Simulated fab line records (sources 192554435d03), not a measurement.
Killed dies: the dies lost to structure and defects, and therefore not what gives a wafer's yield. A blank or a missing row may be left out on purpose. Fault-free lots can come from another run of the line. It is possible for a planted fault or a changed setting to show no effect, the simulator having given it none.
Lot-split experiment :: flow n5 finfet :: on a route of 1938 steps: 7 lots, 21 wafers read

THE SPLIT ITSELF
At N5_BEOL_M2_COAT_62 (time 60 s, resist thk 12 nm), the setting spin rpm was moved away from the recipe's 1500 rpm on 7 of the 21 wafers read, by -10.9% to +7.9%. This setting was run at the recipe's value on the other wafers.

FROM THE SPLIT TO THE READING: what the file shows between them, 5 steps
- N5_BEOL_M2_COAT_73: time 60 s, resist thk 5 nm (also split here: temp c)
- N5_BEOL_M2_COAT_05: resist thk 30 nm
- N5_BEOL_M2_EBR_07
- N5_BEOL_M2_DESCUM_16: chemistry O2, time 7 s
- N5_BEOL_M2_ETCH_74: etches underlayer in N2/H2, target depth 6.5 nm, time 5.2 s

THE READING
etch.depth nm (the simulator's own value, which no gauge read), in nm, at N5_BEOL_M2_ETCH_63 (etches SiARC in CF4, target depth 15.6 nm, time 26 s). There is no usual value for it anywhere in the file. Average 12.01 nm, standard deviation 0.029 nm, over the 14 wafers here run with the recipe.

wafer: L075.1
tool, chamber at the split: litho track-03, 0
spin rpm as run, rpm: 1500
against the recipe: recipe
etch.depth nm, nm: 12.04
against lot-mates on the recipe: -

wafer: L075.3
tool, chamber at the split: litho track-03, 0
spin rpm as run, rpm: 1500
against the recipe: recipe
etch.depth nm, nm: 12.01
against lot-mates on the recipe: -

wafer: L075.6
tool, chamber at the split: litho track-03, 0
spin rpm as run, rpm: 1500
against the recipe: recipe
etch.depth nm, nm: 12.02
against lot-mates on the recipe: -

wafer: L076.4
tool, chamber at the split: litho track-01, 0
spin rpm as run, rpm: 1359
against the recipe: -9.4%
etch.depth nm, nm: 12.63
against lot-mates on the recipe: +0.62

wafer: L076.5
tool, chamber at the split: litho track-01, 0
spin rpm as run, rpm: 1500
against the recipe: recipe
etch.depth nm, nm: 12.01
against lot-mates on the recipe: -

wafer: L076.6
tool, chamber at the split: litho track-01, 0
spin rpm as run, rpm: 1359
against the recipe: -9.4%
etch.depth nm, nm: 12.62
against lot-mates on the recipe: +0.61

wafer: L078.2
tool, chamber at the split: litho track-01, 0
spin rpm as run, rpm: 1500
against the recipe: recipe
etch.depth nm, nm: 12.03
against lot-mates on the recipe: -

wafer: L078.5
tool, chamber at the split: litho track-01, 0
spin rpm as run, rpm: 1500
against the recipe: recipe
etch.depth nm, nm: 12.03
against lot-mates on the recipe: -

wafer: L078.3
tool, chamber at the split: litho track-01, 0
spin rpm as run, rpm: 1550
against the recipe: +3.3%
etch.depth nm, nm: 11.83
against lot-mates on the recipe: -0.20

wafer: L082.1
tool, chamber at the split: litho track-02, 0
spin rpm as run, rpm: 1500
against the recipe: recipe
etch.depth nm, nm: 12.02
against lot-mates on the recipe: -

wafer: L082.3
tool, chamber at the split: litho track-02, 0
spin rpm as run, rpm: 1500
against the recipe: recipe
etch.depth nm, nm: 12.03
against lot-mates on the recipe: -

wafer: L082.4
tool, chamber at the split: litho track-02, 0
spin rpm as run, rpm: 1500
against the recipe: recipe
etch.depth nm, nm: 11.99
against lot-mates on the recipe: -

wafer: L083.2
tool, chamber at the split: litho track-02, 0
spin rpm as run, rpm: 1500
against the recipe: recipe
etch.depth nm, nm: 12.05
against lot-mates on the recipe: -

wafer: L083.4
tool, chamber at the split: litho track-02, 0
spin rpm as run, rpm: 1344
against the recipe: -10.4%
etch.depth nm, nm: 12.66
against lot-mates on the recipe: +0.61

wafer: L083.6
tool, chamber at the split: litho track-02, 0
spin rpm as run, rpm: 1344
against the recipe: -10.4%
etch.depth nm, nm: 12.71
against lot-mates on the recipe: +0.66

wafer: L087.3
tool, chamber at the split: litho track-02, 0
spin rpm as run, rpm: 1500
against the recipe: recipe
etch.depth nm, nm: 11.95
against lot-mates on the recipe: -

wafer: L087.5
tool, chamber at the split: litho track-02, 0
spin rpm as run, rpm: 1500
against the recipe: recipe
etch.depth nm, nm: 11.95
against lot-mates on the recipe: -

wafer: L087.6
tool, chamber at the split: litho track-02, 0
spin rpm as run, rpm: 1336
against the recipe: -10.9%
etch.depth nm, nm: 12.67
against lot-mates on the recipe: +0.72

wafer: L089.2
tool, chamber at the split: litho track-02, 0
spin rpm as run, rpm: 1618
against the recipe: +7.9%
etch.depth nm, nm: 11.58
against lot-mates on the recipe: -0.44

wafer: L089.3
tool, chamber at the split: litho track-02, 0
spin rpm as run, rpm: 1500
against the recipe: recipe
etch.depth nm, nm: 12.03
against lot-mates on the recipe: -

wafer: L089.6
tool, chamber at the split: litho track-02, 0
spin rpm as run, rpm: 1500
against the recipe: recipe
etch.depth nm, nm: 12.02
against lot-mates on the recipe: -

FIT RESULTS
A straight line over all 21 wafers: etch.depth nm changes by -0.0621 nm for each +1% of spin rpm; r = -1.00; the points scatter about the line by 0.032 nm.
The same after taking each lot's own level away (the mean of its wafers on the recipe; 21 wafers): -0.0625 nm for each +1%; r = -1.00; scatter 0.02 nm.
According to that fit, moving spin rpm by its largest amount changes the reading by 0.68 nm.
Measured against the standard deviation above, the lots' own levels, which go from 11.950 to 12.050 nm, span 3.4 times it.
Consequently the slope shifts little with the lot-to-lot level, the two slopes agreeing.
Check: for one of the wafers moved furthest among these (-10.9%), held out of the fit, the line's prediction against its lot-mates is +0.681 nm. Against them it came out at +0.72 nm.

THESE WAFERS: OTHER SPLITS
Other splits were also applied to these wafers ahead of the reading. Each is held against what the fit with the lots' levels taken away leaves over:
other split on the same wafers: N5_HKMG_FIN_COAT_66 spin rpm
wafers away from the commonest value: 8
r with etch.depth nm (lot level and that fit taken away): +0.39

other split on the same wafers: N5_GATE_CUT_EXPOSE_10 dose mj
wafers away from the commonest value: 4
r with etch.depth nm (lot level and that fit taken away): +0.19

other split on the same wafers: N5_GATE_CUT_DESCUM_18 time s
wafers away from the commonest value: 11
r with etch.depth nm (lot level and that fit taken away): -0.36

other split on the same wafers: N5_MOL_CONTACT_COAG_COAT_64 spin rpm
wafers away from the commonest value: 5
r with etch.depth nm (lot level and that fit taken away): +0.21

other split on the same wafers: N5_MOL_CONTACT_COAG_EXPOSE_37 dose mj
wafers away from the commonest value: 7
r with etch.depth nm (lot level and that fit taken away): +0.30

other split on the same wafers: N5_BEOL_M0_SAQP_DESCUM_45 time s
wafers away from the commonest value: 7
r with etch.depth nm (lot level and that fit taken away): +0.19

other split on the same wafers: N5_BEOL_M0_TRENCH_ETCH_107 target depth a
wafers away from the commonest value: 7
r with etch.depth nm (lot level and that fit taken away): -0.21

other split on the same wafers: N5_BEOL_M2_COAT_73 temp c
wafers away from the commonest value: 5
r with etch.depth nm (lot level and that fit taken away): -0.13

THE WHOLE CHAIN: every reading that the file lists as answering this split, in the file's order
step: N5_BEOL_M2_COAT_62
what it does: time 60 s, resist thk 12 nm
reading: SiARC_of_BEOL_M2_COAT_62.thk nm (the simulator's own value, which no gauge read)
change (the file's fit): -0.0599 nm for each +1% of the setting
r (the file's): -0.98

step: N5_BEOL_M2_ETCH_63
what it does: etches SiARC in CF4, target depth 15.6 nm, time 26 s
reading: etch.depth nm (the simulator's own value, which no gauge read)
change (the file's fit): -0.0628 nm for each +1% of the setting
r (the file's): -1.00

THE FILE'S OWN FIT
etch.depth nm changes by -0.0628 nm for each +1% of spin rpm, r = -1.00.
